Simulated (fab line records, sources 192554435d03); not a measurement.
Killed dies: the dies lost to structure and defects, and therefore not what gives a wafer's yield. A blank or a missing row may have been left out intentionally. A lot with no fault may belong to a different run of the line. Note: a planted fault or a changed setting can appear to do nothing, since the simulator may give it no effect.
Struck lot and sound lot, side by side ; flow n5-finfet ; 15 out of 1938 route steps
Sound: the wafers L738.3, L738.4, L738.6. The struck wafers were L751.1, L751.2. At the end, the cause is stated.
At each step with rows: each side's tool, then ch and its chambers, then its first start. Under that, the readings that differ: sound wafers ; struck wafers ; difference of the means ; sigmas: that difference in standard deviations of wafers without a fault.
alike: same words and numbers on both sides, and readings whose means sit less than 2 such deviations apart. not compared: any withheld reading, any reading some wafer has no value for, any bound like >300 that may hide the same value, and any number with overlapping values for which the record gives no deviation.
A row with sigmas, a row that says differs or no value, or rows on one side alone: a step with any of these is where the two part. Numbers that don't overlap but have no deviation are shown without sigmas and don't part them. A reading that every wafer of one side lacks parts them only if that side has two wafers or more.

first, 6 steps without rows for these wafers: N5_MOL_CONTACT_COAG_COAT_78 (resist thk 40 nm); N5_MOL_CONTACT_COAG_EBR_80; N5_MOL_CONTACT_COAG_SOFTBAKE_79 (time 60 s); N5_MOL_CONTACT_COAG_EXPOSE_81 (exposes mask VG, defocus 0 nm); N5_MOL_CONTACT_COAG_PEB_82 (peb time 60 s); N5_MOL_CONTACT_COAG_DEVELOP_83 (develop time 30 s).
N5_MOL_CONTACT_COAG_CD_MEAS_84: the cd target is 25.1 nm.
  sound on cd-sem-02 ch 0, day 6 15:23; struck on cd-sem-02 ch 0, day 10 10:03
  alike: cd-nm
N5_MOL_CONTACT_COAG_OVL_MEAS_85:
  sound on overlay-01 ch 0, day 6 23:02; struck on overlay-02 ch 0, day 10 10:05
  alike: VG_OVL
N5_MOL_CONTACT_COAG_INSPECT_57: inspects for defects (brightfield).
  sound: defect-inspect-02 at day 6 23:05; struck: defect-inspect-02 at day 10 10:08
  alike: raw-defect-count
N5_MOL_CONTACT_COAG_DESCUM_88: chemistry O2, time 7 s.
  sound on rie-diel-05 ch 2,3, day 7 01:31; struck on rie-diel-04 ch 1,2, day 10 10:10
  alike: drypump-motor-current-A, o2-flow-sccm, oes-product-au, rf-vpp-V, showerhead-plenum-p-Torr, throttle-valve-pct
  not compared: rf-hours-counter-h
N5_MOL_CONTACT_COAG_ETCH_89: etches underlayer in N2/H2, target depth 13 nm, time 10.4 s.
  sound on rie-diel-05 ch 2,3, day 7 01:33; struck on rie-diel-04 ch 1,2, day 10 10:13
  alike: drypump-motor-current-A, etch-rf-on-time-s, h2-flow-sccm, oes-product-au, rf-vpp-V, showerhead-plenum-p-Torr, throttle-valve-pct
  not compared: rf-hours-counter-h
N5_MOL_CONTACT_COAG_ETCH_90: etches SiARC in CF4, target depth 13 nm, time 21.7 s.
  sound on rie-diel-05 ch 2,3, day 7 01:34; struck on rie-diel-04 ch 1,2, day 10 10:14
  alike: drypump-motor-current-A, etch-rf-on-time-s, oes-product-au, rf-vpp-V, showerhead-plenum-p-Torr, throttle-valve-pct
  not compared: rf-hours-counter-h
N5_MOL_CONTACT_COAG_ALD_131: deposits SiO2, target thk 5 nm, pulse time 1 s, co reactant pulse time 1 s.
  sound on ald-sin-02 ch 1,3, day 7 01:39; struck on ald-sin-04 ch 0,1, day 10 10:19
reading;sound;struck;difference;sigmas
ald-cycles;35 35 35;41 41;+6;
model.SiO2_of_MOL_CONTACT_COAG_ALD_131.thk-nm (nm);5 5 5;5.8 5.8;+0.8;
  alike: heater-power-w, precursor-pulse-height-rel
N5_MOL_CONTACT_COAG_ETCHBACK_132: etches SiO2 in CHF3, target depth 10 nm, time 6.7 s.
  sound on rie-diel-05 ch 0,2, day 7 01:54; struck on rie-diel-04 ch 2,3, day 10 10:29
  alike: drypump-motor-current-A, oes-product-au, rf-vpp-V, showerhead-plenum-p-Torr, throttle-valve-pct
  not compared: rf-hours-counter-h
-- here the record skips 9 days between the struck wafers' starts before and after, leaving off in module MOL_CONTACT_COAG and picking up in module PASSIVATION (first step shown: number 1936 of the route) --
N5_PASSIVATION_PROBE_49:
  sound: prober-02 at day 16 16:26; struck: prober-02 at day 19 03:13
reading;sound;struck;difference;sigmas
killed-at-contacts;6 29 9;33 35;+19;+3
  alike: killed_at_M0_to_M3, killed_at_M4_up, killed-at-front-end, killed-at-other, killed-dies, killed-on-rim, killed-open, killed-short

## WHERE THEY PART
N5_PASSIVATION_PROBE_49 only, going by this record.

WHY: what had been put in by the simulator
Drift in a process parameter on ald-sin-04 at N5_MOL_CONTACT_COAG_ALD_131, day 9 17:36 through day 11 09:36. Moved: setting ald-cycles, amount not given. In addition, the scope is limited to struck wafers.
